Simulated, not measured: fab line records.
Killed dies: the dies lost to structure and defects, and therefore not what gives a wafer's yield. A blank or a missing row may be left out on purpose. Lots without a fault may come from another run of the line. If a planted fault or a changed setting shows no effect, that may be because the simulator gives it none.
Which tool did it? ; flow nand_harc ; 7 lots, 20 wafers sampled, at 5 steps of a route of 1159

## WHAT EACH GAUGE READ, for each wafer
NHARC_END_SORT_01.
lot;measured;on;killed_at_array
L575;day 23 23:41;prober-02;26 30

## WHAT TOOL EACH LOT RAN ON (gives the tool, then ch and the chambers of the sampled wafers, and finally the start)
lot;NHARC_P_GATE_DEVELOP_45;NHARC_THIN_TSV_CMP_01;NHARC_THIN_TSV_DEP_43;NHARC_THIN_TSV_DEGAS_49
L558;litho_track-07 ch 0, day 5 12:00;cmp-03 ch 0,1,3, day 19 03:37;pecvd-04 ch 0,1,2, day 19 04:06;pvd_sputter-02, day 19 07:43
L560;litho_track-02 ch 0, day 6 06:00;cmp-02 ch 1,2, day 19 14:45;pecvd-01 ch 0,1, day 19 15:21;pvd_sputter-01, day 19 19:06
L562;litho_track-02 ch 0, day 6 13:00;cmp-02 ch 0,2,3, day 19 19:04;pecvd-02 ch 1,2, day 19 19:44;pvd_sputter-02, day 19 23:42
L564;litho_track-02 ch 0, day 7 04:00;cmp-03 ch 1,3, day 20 19:01;pecvd-02 ch 1,2, day 20 19:35;pvd_sputter-01, day 20 23:18
L569;litho_track-02 ch 0, day 8 12:00;cmp-01 ch 0,3, day 20 23:01;pecvd-04 ch 0,1, day 20 23:31;pvd_sputter-02, day 21 03:14
L575;litho_track-02 ch 0, day 9 19:00;-;-;-
L578;litho_track-05 ch 0, day 10 18:00;cmp-01 ch 0,1,3, day 24 06:11;pecvd-01 ch 1,2, day 24 06:40;pvd_sputter-02, day 24 10:17
- NHARC_P_GATE_DEVELOP_45: time 70 s.
- NHARC_THIN_TSV_CMP_01: polishes.
- NHARC_THIN_TSV_DEP_43: deposits SiO2, target thk 1328.5 nm.
- NHARC_THIN_TSV_DEGAS_49: time 120 s.

## THE ANSWER, worked out from the rows above alone
Rule: what is usual is taken from the lots themselves. Put in order of their means at a reading, lots are off if they are a third of the lots or fewer, leave a main group of 4 or more, and stand apart from it by a gap of 3 or more times the standard deviation of the main group's means; of several such gaps the widest counts. If all means in a main group match to the digits the tables above print for the reading, that group is not used. Also off: a lot with no number at a reading for which 4 or more lots have one. The other lots that the step has rows for count as sound.
Nothing can be told from this: no lot is off at any reading shown.

## WHAT THE SIMULATOR HAD PUT IN
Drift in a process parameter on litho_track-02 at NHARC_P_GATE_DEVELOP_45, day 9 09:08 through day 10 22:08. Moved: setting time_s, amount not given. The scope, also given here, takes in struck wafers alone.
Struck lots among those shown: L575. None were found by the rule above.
